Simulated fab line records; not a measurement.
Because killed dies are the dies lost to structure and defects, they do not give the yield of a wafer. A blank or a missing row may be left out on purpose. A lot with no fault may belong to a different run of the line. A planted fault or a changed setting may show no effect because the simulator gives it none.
Matching of chambers -- flow nand_harc -- NHARC_A_STAIRCASE_DEP_325 on pecvd-03 has 3 sister chambers
The step deposits SiO2, target thk 7200 nm. 3 wafers are shown with their chamber, then 8 later ones without.

== WAFERS PAIRED WITH THEIR CHAMBERS ==
wafer,chamber,heater_power_w (W)
L617.2,1,871
L625.3,0,613
L628.3,2,723

== WAFERS WITHOUT THEIR CHAMBER ==
wafer,heater_power_w (W)
L628.5,566
L628.6,591
L633.1,645
L633.3,764
L633.4,595
L636.2,689
L636.3,701
L636.4,565

== EACH ONE'S CHAMBER ==
wafer,from the rows above,in truth
L628.5,0,0
L628.6,0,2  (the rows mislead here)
L633.1,can't be placed: 0 or 2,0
L633.3,can't be placed: 2 or 1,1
L633.4,0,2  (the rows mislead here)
L636.2,can't be placed: 2 or 0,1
L636.3,can't be placed: 2 or 0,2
L636.4,0,0
Correct placement for 2 of the 8. From these rows, 4 cannot be placed; in 3 the true chamber is one of the candidates. 2 placed wrongly.
How it was worked out, from the rows above alone: a wafer's distance from a chamber is the root of the sum, over the readings, of the square of ((its reading less the chamber's mean) divided by the reading's scatter). The wafer belongs to the nearest chamber; if the next one is less than 2 further off, it can't be placed. Each chamber's mean is taken over the wafers shown for it. The scatter: root of mean squared gap, hidden wafer to nearest shown wafer, with one shown wafer a chamber.
